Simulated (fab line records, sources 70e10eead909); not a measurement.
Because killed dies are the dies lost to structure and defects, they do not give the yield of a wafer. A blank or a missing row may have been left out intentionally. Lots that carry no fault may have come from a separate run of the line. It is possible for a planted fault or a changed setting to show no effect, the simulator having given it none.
fab line records	flow nandHarc
record: lots: 6	wafers: 18	lastDay: 23
route steps=1159 shown A_BLC@989 A_M0@994 END@1159
lots untouched by any fault: they come from a run of this same line in which no faults occurred
startH: start of the lot's first displayed wafer, in hours after the record's first day	waitH: hours from the lot's prior step to this one	" same as the row above	L1.1+2: a row that stands for several wafers	- no value present, or no start provided	* or withheld: withheld	< > ~ a bound
route shown NAME@n: names a module that has steps shown in the file, with the first one's number in the route	usual: mean/standard deviation of fault-free wafers	same: alike in all rows	chamber/n: place in a boat	sites: per-site readings	_std_site: how widely they spread, as a standard deviation	_edge_site: inner sites' mean taken away from outer sites' mean	radiusMm: for every site, how far away it sits from the centre of the wafer	mask NAME#n: copy n	behind: the tool/chamber that last shaped the wafer	hold: the reason the lot was held/the length of the hold in hours/how it ended	device: names the non-switching transistor (n, p or np)	end of line: the route-end tests of the same wafers	for a step that has no rows: nothing shown but its recipe	killed: dies that structure and defects cost at the first sort, which is not the same as the wafer's yield	map: a wafer's dies, x killed, . not, _ none there
set.NAME: the setting the step ran with; set.NAME@STEP: the setting that earlier step ran with	model.NAME: the simulator's own value behind a step, which no gauge read
lots at selected steps of the route; one table per step, one row per wafer
services: from which hour (startH, from the record's first day; less than 0 if before it) a tool's chamber was out of use, for how many hours, and why
== steps ==
step: NHARC_A_BLC_CVD_24
recipe: targetThkA: 1500	tempC: 300	pressureTorr: 40	wf6FlowSccm: 40	h2FlowSccm: 1600	arFlowSccm: 1560	timeS: 434	material: W
usual: heaterPowerW: 422/25	throttleValvePct: 7.9/0.35
lot.wafer	tool	chamber	startH	waitH	heaterPowerW	sinceWetCleanH	throttleValvePct
L433.2	cvdW-01	1	-	-	441	96	8.2
L433.5	"	1	"	"	440	-	8.7
L433.6	"	0	"	"	393	-	7.9
L436.1	cvdW-02	0	-	-	396	12	7.8
L436.3	"	0	"	"	389	-	7.6
L436.4	"	1	"	"	443	-	7.8
L440.3	cvdW-02	0	-	-	408	-	7.5
L440.4	"	1	"	"	454	-	8.0
L440.6	"	1	"	"	441	-	7.7
L439.2	cvdW-02	0	-	-	403	59	7.6
L439.3	"	1	"	"	438	-	8.3
L439.6	"	0	"	"	403	-	7.6
L449.1	cvdW-02	1	-	-	453	104	7.9
L449.6	"	1	"	"	447	-	7.7
L449.5	"	0	"	"	416	-	7.6
L447.2	cvdW-02	0	-	-	417	117	7.4
L447.4	"	1	"	"	436	-	7.8
L447.5	"	0	"	"	408	-	7.7
step: NHARC_A_BLC_CMP_25
recipe: tOverpolishS: 30	targetThkNm: 150
usual: motorCurrentA: 12.3/0.78	overpolishRunS: 29.999/0.0098	timeToEndpointS: 29.2/2.2
lot.wafer	tool	chamber	startH	waitH	motorCurrentA	overpolishRunS	timeToEndpointS
L433.2	cmp-02	3	402.10	0.5	12.2	30.012	31.9
L433.5	"	0	"	"	12.2	30.008	30.6
L433.6	"	1	"	"	12.3	30.013	30.0
L436.3	cmp-03	1	403.53	0.3	13.9	30.001	31.0
L436.1	"	2	"	"	11.0	30.004	27.6
L436.4	"	3	"	"	13.1	30.012	30.2
L440.3	cmp-02	3	448.75	0.4	12.6	29.992	29.6
L440.4	"	1	"	"	12.3	29.996	27.7
L440.6	"	2	"	"	12.9	29.998	27.5
L439.3	cmp-02	3	449.69	0.3	12.3	29.979	30.5
L439.2	"	2	"	"	12.6	30.007	28.4
L439.6	"	0	"	"	11.7	30.004	26.9
L449.1	cmp-02	3	494.99	0.5	12.2	30.002	31.8
L449.5	"	1	"	"	12.5	29.985	31.7
L449.6	"	2	"	"	13.1	29.994	29.1
L447.2	cmp-03	1	508.11	0.4	13.6	29.984	29.2
L447.4	"	2	"	"	10.4	30.011	28.6
L447.5	"	1	"	"	12.8	29.992	32.5
step: NHARC_A_BLC_SRD_27
step: NHARC_A_BLC_INSPECT_28
usual: rawDefectCount: 413/100
lot.wafer	tool	chamber	startH	waitH	rawDefectCount
L433.2	defectInspect-01	-	402.43	0.1	399
L433.5	"	-	"	"	413
L433.6	"	-	"	"	349
L436.1	defectInspect-02	-	403.92	0.1	483
L436.3	"	-	"	"	439
L436.4	"	-	"	"	482
L440.3	defectInspect-01	-	449.14	0.1	463
L440.4	"	-	"	"	783
L440.6	"	-	"	"	561
L439.2	defectInspect-02	-	450.10	0.1	388
L439.3	"	-	"	"	441
L439.6	"	-	"	"	504
L449.1	defectInspect-01	-	495.34	0.1	423
L449.5	"	-	"	"	481
L449.6	"	-	"	"	573
L447.2	defectInspect-02	-	508.51	0.1	402
L447.4	"	-	"	"	406
L447.5	"	-	"	"	393
step: NHARC_A_M0_DEP_00
recipe: targetThkA: 1500	targetThkNm: 150	tempC: withheld	pressureTorr: 5	flowSccm: 200	rfW: 600	material: SiOC
step: NHARC_A_M0_DEHYDRATE_01
recipe: tempC: 150	timeS: 120
step: NHARC_A_M0_HMDS_02
recipe: timeS: 30
step: NHARC_A_M0_COAT_33
recipe: tempC: 200	timeS: 65
step: NHARC_A_M0_COAT_03
recipe: spinRpm: 1500	resistThkNm: 90
step: NHARC_A_M0_SOFTBAKE_04
recipe: tempC: 105	timeS: 55
step: NHARC_A_M0_EBR_05
step: NHARC_A_M0_EXPOSE_06
recipe: na: 1.35	targetCdNm: 80	doseMj: 83.25	maskId: A_M0
usual: exposureDoseMJCm2: 83.27/0.081
lot.wafer	tool	chamber	startH	waitH	mask	exposureDoseMJCm2
L433.2	arfiScanner-01	0	403.21	-	A_M0#0	83.37
L433.5	"	0	"	"	A_M0#0	83.34
L433.6	"	0	"	"	A_M0#0	83.36
L436.1	arfiScanner-01	0	404.58	-	A_M0#0	83.31
L436.3	"	0	"	"	A_M0#0	83.19
L436.4	"	0	"	"	A_M0#0	83.12
L440.3	arfiScanner-01	0	449.90	-	A_M0#0	81.34
L440.4	"	0	"	"	A_M0#0	81.50
L440.6	"	0	"	"	A_M0#0	81.34
L439.2	arfiScanner-01	0	450.75	-	A_M0#0	81.74
L439.3	"	0	"	"	A_M0#0	81.77
L439.6	"	0	"	"	A_M0#0	81.72
L449.1	arfiScanner-03	0	495.98	-	A_M0#0	83.25
L449.5	"	0	"	"	A_M0#0	83.15
L449.6	"	0	"	"	A_M0#0	83.25
L447.2	arfiScanner-03	0	509.28	-	A_M0#0	83.25
L447.4	"	0	"	"	A_M0#0	83.16
L447.5	"	0	"	"	A_M0#0	83.23
step: NHARC_A_M0_PEB_07
recipe: pebTempC: 100	pebTimeS: 65
step: NHARC_A_M0_DEVELOP_08
recipe: developTimeS: 35	devTempC: 23
step: NHARC_A_M0_CD_MEAS_09
recipe: targetCdNm: 80	landingEnergyEv: 500
usual: cdNm: 80.0/0.61
lot.wafer	tool	chamber	startH	waitH	cdNm
L433.2	cdSem-03	0	403.35	-	79.3
L433.5	"	0	"	"	79.9
L433.6	"	0	"	"	79.3
L436.1	cdSem-01	0	404.73	-	80.9
L436.3	"	0	"	"	79.8
L436.4	"	0	"	"	79.6
L440.3	cdSem-03	0	450.04	-	78.3
L440.4	"	0	"	"	78.6
L440.6	"	0	"	"	78.6
L439.2	cdSem-01	0	450.88	-	78.7
L439.3	"	0	"	"	78.7
L439.6	"	0	"	"	77.8
L449.1	cdSem-01	0	496.12	-	79.7
L449.5	"	0	"	"	80.0
L449.6	"	0	"	"	80.5
L447.2	cdSem-01	0	509.42	-	79.5
L447.4	"	0	"	"	79.4
L447.5	"	0	"	"	78.8
step: NHARC_A_M0_OVL_MEAS_10
recipe: pitchNm: 160
usual: overlayXNm: -0.1/0.76	overlayYNm: 0.1/0.72
lot.wafer	tool	chamber	startH	waitH	overlayXNm	overlayYNm
L433.2	overlay-02	-	403.44	-	1.5	1.7
L433.5	"	-	"	"	2.6	1.7
L433.6	"	-	"	"	1.9	1.6
L436.1	overlay-02	-	404.82	-	0.0	0.5
L436.3	"	-	"	"	-0.6	1.3
L436.4	"	-	"	"	-0.6	0.9
L440.3	overlay-02	-	450.13	-	-0.5	0.2
L440.4	"	-	"	"	-0.7	0.1
L440.6	"	-	"	"	-0.3	0.5
L439.2	overlay-01	-	450.97	-	0.5	0.7
L439.3	"	-	"	"	0.6	1.1
L439.6	"	-	"	"	0.6	1.0
L449.1	overlay-01	-	496.21	-	-0.4	0.0
L449.5	"	-	"	"	-0.3	-0.7
L449.6	"	-	"	"	-0.9	-0.5
L447.2	overlay-01	-	509.50	-	-0.4	-0.1
L447.4	"	-	"	"	-0.4	0.3
L447.5	"	-	"	"	-0.2	-0.2
step: NHARC_A_M0_INSPECT_11
usual: rawDefectCount: 35/16
lot.wafer	tool	chamber	startH	waitH	rawDefectCount
L433.2	defectInspect-01	-	403.47	0.0	25
L433.5	"	-	"	"	16
L433.6	"	-	"	"	17
L436.1	defectInspect-01	-	404.86	0.0	15
L436.3	"	-	"	"	17
L436.4	"	-	"	"	11
L440.3	defectInspect-01	-	450.16	0.0	22
L440.4	"	-	"	"	31
L440.6	"	-	"	"	32
L439.2	defectInspect-01	-	451.01	0.0	44
L439.3	"	-	"	"	42
L439.6	"	-	"	"	52
L449.1	defectInspect-02	-	496.24	0.0	50
L449.5	"	-	"	"	52
L449.6	"	-	"	"	57
L447.2	defectInspect-02	-	509.54	0.0	52
L447.4	"	-	"	"	53
L447.5	"	-	"	"	58
step: NHARC_A_M0_DESCUM_14
recipe: timeS: 3	o2FlowSccm: 200	arFlowSccm: 0	biasPowerW: 0	chemistry: O2
usual: drypumpMotorCurrentA: 5.73/0.25	oesProductAu: 0.999/0.0087	rfVppV: 57.8/0.98	showerheadPlenumPTorr: 1.90/0.089	throttleValvePct: 11.311/0.0094
lot.wafer	tool	chamber	startH	waitH	drypumpMotorCurrentA	oesProductAu	rfHoursCounterH	rfVppV	showerheadPlenumPTorr	throttleValvePct	model.A_M0.cdNm
L433.2	rieDiel-06	0	403.54	0.1	5.19	0.999	11	55.8	1.82	11.313	79.34
L433.5	"	3	"	"	5.91	1.007	-	56.4	1.83	11.308	79.81
L433.6	"	0	"	"	5.21	1.009	-	57.9	1.82	11.304	79.31
L436.1	rieDiel-06	1	404.93	0.1	5.58	1.013	10	58.5	1.83	11.314	80.72
L436.3	"	2	"	"	5.74	1.018	11	58.4	1.99	11.322	79.8
L436.4	"	3	"	"	5.88	1.019	11	56.8	1.84	11.310	79.65
L440.3	rieDiel-09	2	450.22	0.1	5.75	0.990	1	57.6	1.80	11.318	78.2
L440.4	"	3	"	"	5.67	0.995	1	57.5	1.84	11.303	78.2
L440.6	"	2	"	"	5.75	1.009	-	57.9	1.80	11.310	78.42
L439.3	rieDiel-09	3	451.08	0.1	5.66	0.995	1	56.7	1.84	11.304	78.52
L439.2	"	0	"	"	5.23	0.985	1	59.6	2.02	11.308	78.19
L439.6	"	3	"	"	5.66	0.998	-	58.0	1.84	11.321	77.99
L449.1	rieDiel-02	2	496.32	0.1	5.98	0.991	13	58.2	1.82	11.304	79.77
L449.6	"	2	"	"	6.01	0.991	-	56.8	1.82	11.320	80.57
L449.5	"	3	"	"	5.87	1.004	-	58.3	1.95	11.307	80.25
L447.4	rieDiel-09	3	509.60	0.1	5.64	1.001	7	57.2	1.84	11.305	79.35
L447.2	"	1	"	"	5.70	0.995	6	58.1	2.03	11.302	79.5
L447.5	"	3	"	"	5.64	1.001	-	57.6	1.84	11.332	78.64
step: NHARC_A_M0_ETCH_34
recipe: targetDepthA: 400	overetchA: 120	timeS: 43.94	ionEnergyEv: 200	n2FlowSccm: 150	h2FlowSccm: 150	arFlowSccm: 0	rfW: 400	biasW: 150	chemistry: N2/H2
usual: drypumpMotorCurrentA: 5.72/0.26	oesProductAu: 0.999/0.0092	rfVppV: 430.1/2.8	showerheadPlenumPTorr: 2.03/0.099	throttleValvePct: 14.171/0.0095
lot.wafer	tool	chamber	startH	waitH	drypumpMotorCurrentA	oesProductAu	rfHoursCounterH	rfVppV	showerheadPlenumPTorr	throttleValvePct
L433.2	rieDiel-06	2	403.62	0.1	5.72	1.000	11	432.1	2.12	14.178
L433.5	"	1	"	"	5.60	1.014	-	425.6	1.95	14.171
L433.6	"	2	"	"	5.76	1.004	-	432.2	2.12	14.155
L436.1	rieDiel-06	2	405.00	0.1	5.75	0.995	11	431.9	2.12	14.166
L436.3	"	3	"	"	5.90	1.020	11	429.8	1.95	14.167
L436.4	"	1	"	"	5.60	1.005	10	426.4	1.95	14.176
L440.4	rieDiel-09	0	450.32	0.1	5.23	0.989	1	434.5	2.16	14.175
L440.3	"	1	"	"	5.70	0.976	1	433.3	2.17	14.163
L440.6	"	2	"	"	5.76	1.002	-	427.7	1.92	14.173
L439.2	rieDiel-09	2	451.15	0.1	5.76	0.995	1	429.7	1.92	14.165
L439.3	"	3	"	"	5.64	0.993	1	427.9	1.96	14.159
L439.6	"	3	"	"	5.65	1.004	-	428.2	1.96	14.180
L449.1	rieDiel-02	0	496.41	0.1	5.91	0.988	12	427.3	1.94	14.157
L449.6	"	3	"	"	5.88	1.005	-	431.4	2.08	14.161
L449.5	"	0	"	"	5.92	0.993	-	427.8	1.94	14.155
L447.2	rieDiel-09	2	509.69	0.1	5.78	1.009	6	424.8	1.92	14.176
L447.4	"	3	"	"	5.66	0.996	7	429.5	1.96	14.187
L447.5	"	2	"	"	5.78	0.994	-	427.6	1.92	14.183
step: NHARC_A_M0_ETCH_15
recipe: targetDepthA: 1500	overetchA: 150	timeS: 82.5	c4f8FlowSccm: withheld	arFlowSccm: 400	rfW: 600	biasW: 300	chemistry: C4F8/Ar
usual: oesProductAu: 0.954/0.021	rfVppV: 440.2/2.9
lot.wafer	tool	chamber	startH	waitH	oesProductAu	rfHoursCounterH	rfVppV	model.A_M0.cdNm
L433.2	rieDiel-06	1	-	-	0.966	10	438.9	79.69
L433.5	"	0	"	"	0.976	-	439.0	79.9
L433.6	"	1	"	"	0.969	-	438.5	79.63
L436.3	rieDiel-06	3	-	-	0.929	11	438.4	79.64
L436.1	"	1	"	"	0.935	10	439.0	80.8
L436.4	"	2	"	"	0.941	11	441.3	79.68
L440.3	rieDiel-09	1	-	-	0.969	1	442.9	78
L440.4	"	0	"	"	0.967	1	443.4	78.1
L440.6	"	2	"	"	0.969	-	435.6	78.72
L439.3	rieDiel-09	1	-	-	0.963	2	446.3	78.7
L439.2	"	0	"	"	0.972	1	443.9	78.12
L439.6	"	2	"	"	0.961	-	438.9	78.33
L449.1	rieDiel-02	1	-	-	0.950	13	443.6	79.62
L449.5	"	3	"	"	0.955	-	444.1	79.84
L449.6	"	0	"	"	0.938	-	438.9	80.25
L447.2	rieDiel-09	1	-	-	0.974	6	443.8	79.62
L447.4	"	3	"	"	0.964	7	438.9	79.46
L447.5	"	1	"	"	0.978	-	444.1	78.97
step: NHARC_A_M0_CD_MEAS_16
usual: cdNm: 80.0/0.61
lot.wafer	tool	chamber	startH	waitH	cdNm
L433.2	cdSem-02	-	403.84	-	80.1
L433.5	"	-	"	"	80.2
L433.6	"	-	"	"	79.9
L436.1	cdSem-01	-	405.22	-	80.9
L436.3	"	-	"	"	79.4
L436.4	"	-	"	"	79.5
L440.3	cdSem-02	-	450.53	-	78.0
L440.4	"	-	"	"	78.2
L440.6	"	-	"	"	78.5
L439.2	cdSem-01	-	451.37	-	78.0
L439.3	"	-	"	"	78.8
L439.6	"	-	"	"	78.3
L449.1	cdSem-01	-	496.63	-	79.6
L449.5	"	-	"	"	79.6
L449.6	"	-	"	"	80.2
L447.2	cdSem-03	-	509.90	-	79.7
L447.4	"	-	"	"	79.8
L447.5	"	-	"	"	79.0
step: NHARC_END_SORT_01
recipe: tempC: 25
usual: defectLimitedYield: 95.5/1.6	killedAtArray: 27/11	killedAtOther: 0.8/1.1	killedAtPeriphery: 2.8/1.9	killedDies: 30/11	killedOpen: 3.3/1.8	killedShort: 2.3/1.5	sort_bin_2_pct: 1.4/0.68	sort_bin_3_pct: 0.27/0.22	sort_bin_4_pct: 2.8/0.99	sortNPass: 647/11	sortRimYieldPct: 94.3/2.9	sortYieldPct: 95.5/1.6
same: grossDies: 677	sort_bin_5_pct[%]: 0	sort_bin_6_pct[%]: 0	sort_bin_7_pct[%]: 0	sort_bin_8_pct[%]: 0	sortRimNGross: 106.00
lot.wafer	tool	chamber	startH	waitH	defectLimitedYield[%]	killedAtArray	killedAtOther	killedAtPeriphery	killedDies	killedOpen	killedShort	sort_bin_2_pct[%]	sort_bin_3_pct[%]	sort_bin_4_pct[%]	sortNPass	sortRimYieldPct[%]	sortYieldPct[%]
L439.2	prober-02	0	490.57	2.8	95.3	28	2	2	32	0	2	1.8	0	3.0	645	87.7	95.3
L439.6	prober-02	0	493.79	4.0	94.1	36	2	2	40	4	3	1.5	0.59	3.8	637	86.8	94.1
L440.4	prober-01	0	492.11	3.4	96.6	17	3	3	23	2	3	1.5	0	1.9	654	88.7	96.6
killed by level:class
L439.2 A_CHANNEL_HOLE_D1:chamberFilmFlake=11 A_SLIT:chamberFilmFlake=7 A_CONTACT:chamberFilmFlake=4 A_STAIRCASE:chamberFilmFlake=3 A_ONON_D1:geometricParticle:short=1 A_CONTACT:geometricParticle:short=1 P_STI:chamberFilmFlake=1 P_GATE:chamberFilmFlake=1
L440.4 A_SLIT:chamberFilmFlake=7 A_CHANNEL_HOLE_D1:chamberFilmFlake=3 A_M0:geometricParticle:open=2 A_CONTACT:chamberFilmFlake=2 HYBRID_BOND:chamberFilmFlake=2 P_M0:geometricParticle:short=1 A_CHANNEL_FILL_D1:geometricParticle:short=1 A_CONTACT:geometricParticle:short=1
L439.6 A_CHANNEL_HOLE_D1:chamberFilmFlake=11 A_SLIT:chamberFilmFlake=8 A_CONTACT:chamberFilmFlake=5 A_STAIRCASE:chamberFilmFlake=4 A_WL_FILL:geometricParticle:short=2 P_STI:chamberFilmFlake=2 THIN_TSV:chamberFilmFlake=2 A_SOURCE_PLATE:geometricParticle:open=1
== services ==
tool	chamber	startH	hours	kind
cvdW-02	-	377.54	13.0	pm
cmp-02	-	380.14	0.9	repair
rieDiel-09	0	385.61	-	clean
rieDiel-09	1	385.61	-	clean
rieDiel-09	2	385.61	-	clean
rieDiel-09	3	385.61	-	clean
rieDiel-02	3	391.45	4.9	repair
rieDiel-02	3	409.61	30.2	repair
rieDiel-09	0	410.11	-	clean
rieDiel-06	-	418.32	9.0	pm
cmp-02	-	422.62	4.0	pm
arfiScanner-03	-	427.92	0.9	repair
rieDiel-09	-	431.11	9.0	pm
cmp-03	-	439.45	3.4	repair
arfiScanner-01	-	443.43	0.7	repair
cmp-03	-	449.30	1.0	repair
cmp-03	-	450.34	4.0	pm
cmp-03	-	461.23	0.5	repair
cmp-02	-	461.36	1.0	repair
cvdW-01	-	477.57	13.0	pm
rieDiel-06	0	477.84	6.1	repair
arfiScanner-03	-	484.00	4.0	pm
arfiScanner-01	-	495.59	0.5	repair
rieDiel-02	-	504.78	9.0	pm
== key ==
firstSign: step: NHARC_A_M0_EXPOSE_06	reading: exposureDoseMJCm2	direction: down	sigmas: 21	usual: 83.27	struck: 81.57
effect: step: NHARC_A_M0_CD_MEAS_09	reading: cdNm	direction: down	sigmas: 2.5	usual: 80.0	struck: 78.4	wafersMoved: 3	through: controlLoop
effect: step: NHARC_A_M0_CD_MEAS_16	reading: cdNm	direction: down	sigmas: 2.8	usual: 80.0	struck: 78.3	wafersMoved: 5	through: controlLoop
modelEffect: step: NHARC_A_M0_DESCUM_14	value: A_M0.cdNm	without: 79.58	struck: 78.25
modelEffect: step: NHARC_A_M0_ETCH_15	value: A_M0.cdNm	without: 79.65	struck: 78.33
metAt NHARC_A_M0_EXPOSE_06
struckWafers L439.2,L439.3,L439.6,L440.3,L440.4,L440.6
loopTrim: step: NHARC_A_M0_EXPOSE_06	setting: dose	lots: L439
onsetBetween 404.58 449.90
fault: kind: processParameterDrift	tool: arfiScanner-01	chamber: -	onsetH: 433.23	steps: NHARC_A_M0_EXPOSE_06	channel: doseMj	offset: -1.8577	shape: step	actsIn: theseRecipesOnly	stated: 83.25
loopTrim: a control loop set the setting to another value than it would have without faults
